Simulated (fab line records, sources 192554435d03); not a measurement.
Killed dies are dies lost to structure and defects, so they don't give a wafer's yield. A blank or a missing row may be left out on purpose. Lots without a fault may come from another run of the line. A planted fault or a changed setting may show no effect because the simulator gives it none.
fab line records | flow n5_finfet
record lots=11 wafers=31 last_day=21
route steps=1938 shown SD_EPI_N@271 SD_EPI_P@295 SD_ACTIVATION@330 BEOL_M4@1111
lots that met no fault: from a run of the same line without faults
start_h: hours from the record's first day to the start of the lot's first wafer shown | wait_h: hours since the lot's step before | " the same as in the row above | L1.1+2: a row that stands for several wafers | - no value, or no start given | * or withheld: withheld | < > ~ a bound
route shown NAME@n: a module of which the file shows steps, and the number in the route of the first | usual: mean/standard deviation of fault-free wafers | same: alike in all rows | chamber/n: place in a boat | sites: the reading at each site | _std_site: their standard deviation | _edge_site: outer sites' mean less inner sites' | radius_mm: how far each site lies from the wafer's centre | mask NAME#n: copy n | behind: the tool/chamber that last shaped the wafer | hold: why the lot was held/for how many hours/how that ended | device: the transistor (n, p or np) that didn't switch | end of line: the same wafers' tests at the end of the route | a step without rows: its recipe alone | killed: dies lost to structure and defects at the first sort, not the wafer's yield | map: a wafer's dies, x killed, . not, _ none there
set.NAME: the setting as run; set.NAME@STEP: as run at that earlier step | model.NAME: the simulator's own value behind a step, which no gauge read
steps of the route over a sample of lots; a table a step, a row a wafer
services: from which hour (start_h, from the record's first day; less than 0 if before it) a tool's chamber was out of use, for how many hours, and why
## steps
# step N5_SD_EPI_N_OVL_MEAS_10
# recipe points_per_wafer=44
# usual SD_N_BLK_OVL=0.4/0.84
# columns lot.wafer tool chamber start_h wait_h SD_N_BLK_OVL[nm]
L714.2 overlay-01 0 59.65 0.0 0.4
L714.5 " 0 " " 1.0
L714.6 " 0 " " 0.5
L715.2 overlay-02 0 65.72 0.0 -1.2
L715.6 " 0 " " 0.0
L716.1 overlay-02 0 73.84 0.0 0.5
L716.4 " 0 " " -1.7
L716.6 " 0 " " 0.1
L718.4 overlay-01 0 88.32 0.0 -0.4
L718.5 " 0 " " 0.5
L719.1 overlay-02 0 95.55 0.0 1.7
L719.2 " 0 " " 1.3
L719.6 " 0 " " 1.9
L725.1 overlay-02 0 129.69 0.0 0.3
L725.2 " 0 " " 0.8
L725.6 " 0 " " -0.4
L727.1 overlay-02 0 139.05 0.0 0.6
L727.2 " 0 " " -1.0
L727.5 " 0 " " 0.8
L730.3 overlay-02 0 155.69 0.0 0.1
L730.5 " 0 " " 1.5
L730.6 " 0 " " 0.8
L732.1 overlay-01 0 171.17 0.0 -0.8
L732.3 " 0 " " -0.1
L732.4 " 0 " " 0.5
L734.1 overlay-02 0 180.58 0.0 0.6
L734.5 " 0 " " -1.5
L734.6 " 0 " " 0.3
L735.2 overlay-02 0 188.92 0.0 1.9
L735.3 " 0 " " 1.2
L735.6 " 0 " " 2.0
# step N5_SD_EPI_P_COAT_34
# recipe resist=SOC temp_c=250 time_s=60 spin_rpm=1500 resist_thk_nm=350
# usual heater_power_total_W=500.6/1.7 plate_temp_C=250.05/0.19
# columns lot.wafer tool chamber start_h wait_h heater_power_total_W plate_temp_C
L714.2 litho_track-04 0 64.04 0.0 499.8 250.26
L714.5 " 0 " " 497.9 250.11
L714.6 " 0 " " 502.0 250.13
L715.2 litho_track-03 0 70.03 0.0 499.3 249.80
L715.6 " 0 " " 502.6 250.05
L716.1 litho_track-01 0 78.14 0.0 497.8 249.98
L716.4 " 0 " " 502.4 250.26
L716.6 " 0 " " 502.9 250.09
L718.4 litho_track-04 0 92.57 0.0 498.3 249.98
L718.5 " 0 " " 501.7 250.00
L719.1 litho_track-04 0 100.74 0.0 500.0 250.09
L719.2 " 0 " " 501.9 249.80
L719.6 " 0 " " 498.2 250.01
L725.1 litho_track-03 0 133.75 0.0 498.3 250.26
L725.2 " 0 " " 501.8 250.04
L725.6 " 0 " " 500.1 250.12
L727.1 litho_track-04 0 143.69 0.0 813.1 262.17
L727.2 " 0 " " 813.5 262.12
L727.5 " 0 " " 815.0 262.19
L730.3 litho_track-04 0 160.87 0.0 815.3 262.38
L730.5 " 0 " " 814.4 262.40
L730.6 " 0 " " 813.7 262.29
L732.1 litho_track-01 0 176.06 0.0 501.0 250.05
L732.3 " 0 " " 499.0 250.06
L732.4 " 0 " " 498.9 250.16
L734.1 litho_track-03 0 185.06 0.0 502.7 250.31
L734.5 " 0 " " 501.7 250.46
L734.6 " 0 " " 500.2 250.35
L735.2 litho_track-03 0 193.80 0.0 498.1 249.97
L735.3 " 0 " " 503.1 249.81
L735.6 " 0 " " 503.0 249.74
# step N5_SD_ACTIVATION_RTA_00
# recipe temp_c=975 time_s=0 ambient=N2 idle_temp_c=600 ramp_up_c_per_s=150 ramp_down_c_per_s=60 cool_to_c=600
# usual lamp_power_pct=8.95/0.052 wafer_temp_C_max=974.7/1.8
# columns lot.wafer tool chamber start_h wait_h lamp_power_pct wafer_temp_C_max
L714.2 rtp_anneal-02 0 68.23 0.1 8.98 973.1
L714.5 " 0 " " 9.03 976.6
L714.6 " 0 " " 8.97 977.2
L715.2 rtp_anneal-02 0 74.16 0.1 9.00 973.1
L715.6 " 0 " " 8.87 975.2
L716.1 rtp_anneal-01 0 82.35 0.0 9.01 972.5
L716.4 " 0 " " 8.91 974.6
L716.6 " 0 " " 8.95 975.1
L718.4 rtp_anneal-01 0 97.79 0.2 8.89 975.8
L718.5 " 0 " " 9.03 977.3
L719.1 rtp_anneal-01 0 105.11 0.0 8.87 970.2
L719.2 " 0 " " 8.90 975.8
L719.6 " 0 " " 8.87 973.5
L725.1 rtp_anneal-02 0 137.96 0.0 9.00 978.2
L725.2 " 0 " " 8.99 974.7
L725.6 " 0 " " 8.99 975.1
L727.1 rtp_anneal-01 0 148.63 0.0 8.96 976.1
L727.2 " 0 " " 8.95 972.8
L727.5 " 0 " " 8.95 972.0
L730.3 rtp_anneal-01 0 165.13 0.1 8.97 976.6
L730.5 " 0 " " 9.02 973.6
L730.6 " 0 " " 8.95 974.3
L732.1 rtp_anneal-01 0 181.10 0.0 8.85 972.2
L732.3 " 0 " " 8.89 973.8
L732.4 " 0 " " 8.98 973.9
L734.1 rtp_anneal-01 0 189.54 0.0 8.96 970.9
L734.5 " 0 " " 8.91 977.3
L734.6 " 0 " " 8.88 975.4
L735.2 rtp_anneal-01 0 198.13 0.2 8.92 976.4
L735.3 " 0 " " 9.02 975.7
L735.6 " 0 " " 8.93 979.3
# step N5_SD_ACTIVATION_LSA_01
# recipe temp_c=1080 time_s=0.0008 ambient=N2
# usual wafer_temp_C_max=1084.6/0.85
# columns lot.wafer tool chamber start_h wait_h wafer_temp_C_max
L714.2 laser_anneal-01 0 68.43 0.2 1084.2
L714.5 " 0 " " 1083.4
L714.6 " 0 " " 1084.7
L715.2 laser_anneal-02 0 74.36 0.2 1084.0
L715.6 " 0 " " 1084.0
L716.1 laser_anneal-01 0 82.55 0.2 1085.7
L716.4 " 0 " " 1087.1
L716.6 " 0 " " 1086.0
L718.4 laser_anneal-01 0 98.08 0.2 1084.1
L718.5 " 0 " " 1084.9
L719.1 laser_anneal-02 0 105.49 0.3 1083.9
L719.2 " 0 " " 1084.0
L719.6 " 0 " " 1084.1
L725.1 laser_anneal-02 0 138.16 0.2 1085.5
L725.2 " 0 " " 1084.3
L725.6 " 0 " " 1084.2
L727.1 laser_anneal-02 0 148.83 0.2 1083.7
L727.2 " 0 " " 1084.4
L727.5 " 0 " " 1084.7
L730.3 laser_anneal-02 0 165.33 0.2 1084.6
L730.5 " 0 " " 1084.0
L730.6 " 0 " " 1083.3
L732.1 laser_anneal-02 0 181.30 0.2 1084.0
L732.3 " 0 " " 1085.4
L732.4 " 0 " " 1084.7
L734.1 laser_anneal-02 0 189.74 0.2 1083.8
L734.5 " 0 " " 1084.4
L734.6 " 0 " " 1084.1
L735.2 laser_anneal-01 0 198.33 0.2 1086.1
L735.3 " 0 " " 1083.8
L735.6 " 0 " " 1085.5
# step N5_BEOL_M4_RC_MEAS_101
# usual DIBL_N=37.7/2 DIBL_P=37.7/2.3 IOFF_N=0.18/0.039 IOFF_P=0.23/0.042 ION_N=681/12 ION_P=463/8 SS_N=71.9/0.68 SS_P=73.6/0.71 VT_N=248/3.2 VT_P=-249/3.1
# columns lot.wafer tool chamber start_h wait_h DIBL_N[mV/V] DIBL_P[mV/V] IOFF_N[nA/um] IOFF_P[nA/um] ION_N[uA/um] ION_P[uA/um] SS_N[mV/dec] SS_P[mV/dec] VT_N[mV] VT_P[mV]
L714.2 prober-02 0 265.07 0.2 42.7 41.4 0.26 0.31 704 480 73.3 74.6 244 -245
L714.5 " 0 " " 36.7 34.8 0.13 0.18 672 465 71.3 72.9 254 -254
L714.6 " 0 " " 42.0 40.6 0.25 0.30 707 482 72.9 74.4 245 -247
L715.2 prober-02 0 276.70 0.2 38.0 37.0 0.19 0.20 692 462 71.4 73.3 247 -252
L715.6 " 0 " " 37.4 37.3 0.16 0.21 681 459 71.2 73.3 249 -252
L716.1 prober-01 0 278.27 0.0 36.2 35.5 0.13 0.16 658 441 72.6 73.6 254 -256
L716.4 " 0 " " 37.5 38.0 0.16 0.20 679 457 72.2 72.6 251 -254
L716.6 " 0 " " 41.2 40.8 0.24 0.24 677 452 72.4 74.0 245 -250
L719.1 prober-01 0 298.57 0.0 40.2 40.8 0.22 0.27 673 456 72.8 74.5 246 -248
L719.2 " 0 " " 39.1 39.3 0.21 0.24 687 465 72.5 73.8 247 -248
L719.6 " 0 " " 38.9 38.2 0.19 0.22 662 449 71.9 73.5 251 -251
L718.4 prober-01 0 305.76 0.5 36.3 37.5 0.16 0.21 684 469 72.1 73.8 252 -249
L718.5 " 0 " " 39.2 41.1 0.23 0.26 700 471 72.5 75.4 245 -248
L727.1 prober-01 0 344.88 0.0 40.9 40.7 0.22 0.30 692 477 72.4 74.6 244 -242
L727.2 " 0 " " 37.4 36.3 0.16 0.22 676 468 71.1 73.8 248 -250
L727.5 " 0 " " 37.9 36.6 0.16 0.22 679 471 71.7 73.2 250 -249
L725.1 prober-01 0 353.43 0.0 34.6 35.0 0.14 0.19 668 461 70.6 73.0 249 -250
L725.2 " 0 " " 36.4 37.2 0.16 0.22 673 461 71.1 73.6 251 -251
L725.6 " 0 " " 39.1 40.1 0.21 0.27 685 458 72.7 73.4 247 -248
L730.3 prober-01 0 360.36 0.3 38.0 36.7 0.18 0.22 665 457 71.2 73.7 248 -250
L730.5 " 0 " " 37.0 35.4 0.16 0.20 677 462 71.2 73.1 248 -249
L730.6 " 0 " " 39.6 38.5 0.20 0.24 681 463 72.0 74.4 246 -251
L732.1 prober-01 0 385.68 0.0 38.0 40.6 0.18 0.23 686 471 72.0 73.7 247 -252
L732.3 " 0 " " 33.6 34.2 0.11 0.14 645 444 71.2 71.8 256 -253
L732.4 " 0 " " 35.8 36.5 0.15 0.17 675 454 71.7 73.3 251 -256
L734.1 prober-02 0 389.10 0.0 39.4 38.3 0.22 0.26 685 469 73.2 73.9 245 -247
L734.5 " 0 " " 36.0 34.0 0.17 0.19 680 459 71.6 72.8 249 -251
L734.6 " 0 " " 38.5 39.8 0.22 0.30 688 471 71.4 73.6 244 -246
L735.2 prober-02 0 402.43 0.2 36.5 36.5 0.16 0.26 662 460 71.5 73.6 250 -245
L735.3 " 0 " " 33.3 31.9 0.12 0.17 680 463 70.8 73.0 248 -251
L735.6 " 0 " " 36.9 37.3 0.19 0.26 686 475 72.2 74.0 248 -246
## services
# columns tool chamber start_h hours kind
rtp_anneal-02 - 40.59 5.3 pm
litho_track-03 - 149.97 - consumable_replace:filter
laser_anneal-01 - 154.44 1.1 repair
rtp_anneal-01 - 179.09 1.0 pm
## key
first_sign step=N5_SD_EPI_P_COAT_34 reading=heater_power_total_W direction=up sigmas=99+ usual=* struck=*
effect step=N5_SD_EPI_P_COAT_34 reading=plate_temp_C direction=up sigmas=64 usual=* struck=*
met_at N5_SD_EPI_P_COAT_34
struck_lots L727,L730
not_acting_at N5_SD_EPI_N_OVL_MEAS_10,N5_SD_ACTIVATION_RTA_00,N5_SD_ACTIVATION_LSA_01
onset_between 100.74 143.69
fault kind=process_parameter_drift tool=litho_track-04 chamber=- onset_h=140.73 steps=N5_SD_EPI_P_COAT_34 channel=temp_c offset=* shape=step end_h=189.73 acts_in=* stated=*
